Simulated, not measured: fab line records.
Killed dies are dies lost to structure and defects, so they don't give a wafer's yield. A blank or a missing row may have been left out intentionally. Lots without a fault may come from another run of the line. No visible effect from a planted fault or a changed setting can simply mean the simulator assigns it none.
Chamber matching + flow nandHarc + NHARC_P_M0_ETCH_15 on rieDiel-02: 4 sister chambers
The step etches the open film in C4F8/Ar, target depth 150 nm, overetch 15 nm, time 82.5 s. 15 wafers are shown with their chamber, then 7 later ones without.

## WAFERS, EACH WITH ITS CHAMBER
| wafer  | chamber | rfVppV (V) | oesProductAu (a.u.) |
|--------|---------|------------|---------------------|
| L409.2 | 3       | 439.1      | 0.955               |
| L409.3 | 1       | 438.5      | 0.982               |
| L409.6 | 0       | 436.8      | 0.981               |
| L413.1 | 2       | 438.2      | 0.978               |
| L413.4 | 1       | 441.3      | 0.978               |
| L413.6 | 3       | 439.6      | 0.957               |
| L414.2 | 2       | 440.0      | 0.954               |
| L414.3 | 0       | 437.3      | 0.983               |
| L414.6 | 3       | 440.3      | 0.958               |
| L417.3 | 1       | 439.6      | 0.958               |
| L426.1 | 0       | 436.0      | 0.938               |
| L426.5 | 2       | 439.2      | 0.931               |
| L426.6 | 1       | 438.5      | 0.937               |
| L427.3 | 0       | 436.9      | 0.970               |
| L427.5 | 1       | 439.2      | 0.975               |

SIGNATURES (averages over the wafers above)
| reading      | chamber 0 | chamber 1 | chamber 2 | chamber 3 | scatter within a chamber |
|--------------|-----------|-----------|-----------|-----------|--------------------------|
| rfVppV       | 436.750   | 439.420   | 439.133   | 439.667   | 0.882                    |
| oesProductAu | 0.96800   | 0.96600   | 0.95433   | 0.95667   | 0.0186                   |
Rule: for each reading, subtract the chamber's mean from the wafer's reading, divide by that reading's scatter and square the result; add these up over the readings and take the root, which gives the wafer's distance from the chamber. The wafer belongs to the nearest chamber; if the next one is less than 2 further off, it can't be placed. The scatter: take each reading less its chamber's mean, square it, sum over the shown wafers, divide by the number of wafers less the number of chambers, and take the root.

## WAFERS WITHOUT THEIR CHAMBER
| wafer  | rfVppV (V) | oesProductAu (a.u.) |
|--------|------------|---------------------|
| L427.6 | 437.6      | 0.975               |
| L429.4 | 439.6      | 0.980               |
| L429.5 | 439.3      | 0.972               |
| L429.6 | 437.7      | 0.950               |
| L428.2 | 437.7      | 0.977               |
| L428.3 | 439.2      | 0.971               |
| L428.4 | 436.3      | 0.957               |

## EACH ONE'S CHAMBER
| wafer  | from the rows above               | in truth |
|--------|-----------------------------------|----------|
| L427.6 | can't be placed: 0 or 2 or 1 or 3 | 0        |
| L429.4 | can't be placed: 1 or 3 or 2      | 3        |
| L429.5 | can't be placed: 1 or 3 or 2      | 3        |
| L429.6 | can't be placed: 0 or 2 or 1 or 3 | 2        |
| L428.2 | can't be placed: 0 or 2 or 1 or 3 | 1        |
| L428.3 | can't be placed: 1 or 2 or 3      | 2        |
| L428.4 | 0                                 | 0        |
1 of 7 placed correctly. These rows do not allow placing 6 (true chamber among the candidates in 6). 0 placed wrongly.
